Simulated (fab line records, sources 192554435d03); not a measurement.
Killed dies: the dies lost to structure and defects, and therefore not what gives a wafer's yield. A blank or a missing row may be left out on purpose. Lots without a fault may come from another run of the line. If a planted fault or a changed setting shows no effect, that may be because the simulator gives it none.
Struck lot and sound lot, side by side ; flow n5 finfet ; 40 out of 1938 route steps
Sound: wafers L933.1, L933.3, L933.6. Struck: wafer L941.6. (L941.2 of the same lot was not struck and is left out.) The cause comes at the end.
Order at every step that has rows: each side's tool, ch and its chambers, its first start. Under that, the readings that differ: sound wafers ; struck wafers ; difference of the means ; sigmas: that difference in standard deviations of wafers without a fault.
alike: a reading whose means differ by less than 2 such deviations, as well as words and numbers matching on both sides. not compared: withheld readings; readings where some wafer has no value; bounds like >300 that might hide an equal value; numbers whose values overlap and for which the record gives no deviation.
A row with sigmas, a row that says differs or no value, or rows on one side alone: a step with any of these is where the two part. Numbers that have no deviation but don't overlap get no sigmas and don't part them. A reading that every wafer of one side lacks parts them only if that side has two wafers or more.

first, 11 steps without rows for these wafers: N5_STI_FIN_REVEAL_ALD_14 (deposits Si3N4, target thk 3 nm); N5_STI_FIN_REVEAL_FCVD_FILL_01 (material SiO2 flowable, target thk 312 nm, time 512.2 s); N5_STI_FIN_REVEAL_DENSIFY_02 (time 1800 s); N5_STI_FIN_REVEAL_CMP_04 (polishes, stops on Si3N4, t overpolish 4 s, target thk 131.83 nm); N5_STI_FIN_REVEAL_DENSIFY_30; N5_STI_FIN_REVEAL_ETCHBACK_08 (etches SiO2 in C4F6/O2, target depth 30.5 nm, time 10.167 s); N5_STI_FIN_REVEAL_STRIP_24 (strips in N2/H2, time 90 s); N5_STI_FIN_REVEAL_PRECLEAN_25 (cleans in SPM, time 90 s); N5_STI_FIN_REVEAL_PRECLEAN_26 (cleans in SC1, time 45 s); N5_STI_FIN_REVEAL_PRECLEAN_29 (cleans in DHF, time 30 s); N5_STI_FIN_REVEAL_SRD_12 (time 30 s).
N5_STI_FIN_REVEAL_RECESS_09: chemistry HF/NH3, target SiO2, afs cycles 11, target depth 42.5 nm, sublimation time 60 s.
  sound on vapor etch-01 ch 0,1, day 2 18:10; struck on vapor etch-01 ch 0, day 4 18:15
  alike: drypump motor current A
then, 10 steps without rows for these wafers: N5_STI_FIN_REVEAL_STRIP_16 (strips SiNx in H3PO4, target depth 23.8 nm); N5_STI_FIN_REVEAL_PRECLEAN_17 (cleans in NF3:NH3, afs cycles 1, time 20 s, sublimation time 60 s); N5_STI_FIN_REVEAL_ETCH_34 (etches Si in H2, material Si, target depth 0.97 nm); N5_STI_FIN_REVEAL_OXIDATION_31 (chemistry O2 PLASMA REMOTE, time 20 s); N5_STI_FIN_REVEAL_PRECLEAN_32 (cleans in NF3:NH3, afs cycles 1, time 20 s, sublimation time 60 s); N5_STI_FIN_REVEAL_STRIP_35 (strips Si3N4 in H3PO4, target depth 4 nm, time 39 s); N5_STI_FIN_REVEAL_SRD_21 (time 30 s); N5_STI_FIN_REVEAL_OXIDATION_33 (chemistry O2 PLASMA REMOTE, time 20 s); N5_STI_FIN_REVEAL_CLEAN_19 (cleans in O3/DIW, time 120 s); N5_STI_FIN_REVEAL_SRD_23 (time 30 s).
N5_STI_FIN_REVEAL_FIN_H_MEAS_10:
  struck on ocd-01, day 4 20:01; sound on ocd-02, day 2 20:52
reading;sound;struck;difference;sigmas
trench depth nm (nm);52.8 52.2 52.7;47.3;-5.3;-8
then, 15 steps without rows for these wafers: N5_STI_FIN_REVEAL_PRECLEAN_18 (cleans in SC2, time 45 s); N5_STI_FIN_REVEAL_SRD_28 (time 30 s); N5_DUMMY_GATE_PRECLEAN_00 (cleans in O3/DIW, time 60 s); N5_DUMMY_GATE_SRD_01 (time 30 s); N5_DUMMY_GATE_ALD_02 (deposits SiO2, target thk 2 nm, pulse time 1 s); N5_DUMMY_GATE_CVD_03 (deposits a-Si from SiH4, target thk 150 nm, time 8042 s); N5_DUMMY_GATE_PRECLEAN_46 (cleans in DIW, time 89.5 s); N5_DUMMY_GATE_SRD_47 (dry time 32 s); N5_DUMMY_GATE_CMP_04 (polishes a-Si); N5_DUMMY_GATE_HM_DEP_06 (deposits SiNx from DCS/NH3, target thk 80 nm, time 5141 s); N5_DUMMY_GATE_PECVD_30 (deposits SiO2 from TEOS/O2, target thk 55 nm, time 10.8 s); N5_DUMMY_GATE_COAT_34 (time 60 s, resist thk 60 nm); N5_DUMMY_GATE_COAT_35 (time 60 s, resist thk 10 nm); N5_DUMMY_GATE_COAT_28 (time 60 s, resist thk 10 nm); N5_DUMMY_GATE_COAT_09 (resist thk 30 nm).
-- the record jumps here: 8 days lie between the struck wafers' starts before and after (it left off in module DUMMY_GATE and takes up again in module BEOL_M4, whose first step shown is number 1111 of the route) --
N5_BEOL_M4_RC_MEAS_101:
  sound on prober-02 ch 0, day 9 01:44; struck on prober-02 ch 0, day 12 13:22
reading;sound;struck;difference;sigmas
IOFF_N (nA/um);0.17 0.14 0.14;0.26;+0.11;+4
IOFF_N_85C (nA/um);3.3 2.9 2.7;4.6;+1.6;+3
IOFF_P (nA/um);0.19 0.18 0.17;0.39;+0.21;+7
IOFF_P_85C (nA/um);3.4 3.2 3.2;6.2;+2.9;+6
ION_N (uA/um);676 667 660;624;-44;-4
ION_P (uA/um);449 448 451;430;-19;-3
SS_N (mV/dec);72.3 71.9 72.2;75.3;+3.2;+5
SS_P (mV/dec);74.2 73.7 73.3;77.4;+3.7;+6
  alike: DIBL_N, DIBL_P, VT_N, VT_P
-- the record jumps here: 4 days lie between the struck wafers' starts before and after (it left off in module BEOL_M4 and takes up again in module PASSIVATION, whose first step shown is number 1936 of the route) --
N5_PASSIVATION_PROBE_49:
  record: rows for the struck wafers here (prober-02, day 16 18:43), none for the sound ones

== WHERE THEY PART ==
At N5_STI_FIN_REVEAL_FIN_H_MEAS_10 first; at N5_PASSIVATION_PROBE_49 last (within this record only).

WHY: the cause the simulator had injected
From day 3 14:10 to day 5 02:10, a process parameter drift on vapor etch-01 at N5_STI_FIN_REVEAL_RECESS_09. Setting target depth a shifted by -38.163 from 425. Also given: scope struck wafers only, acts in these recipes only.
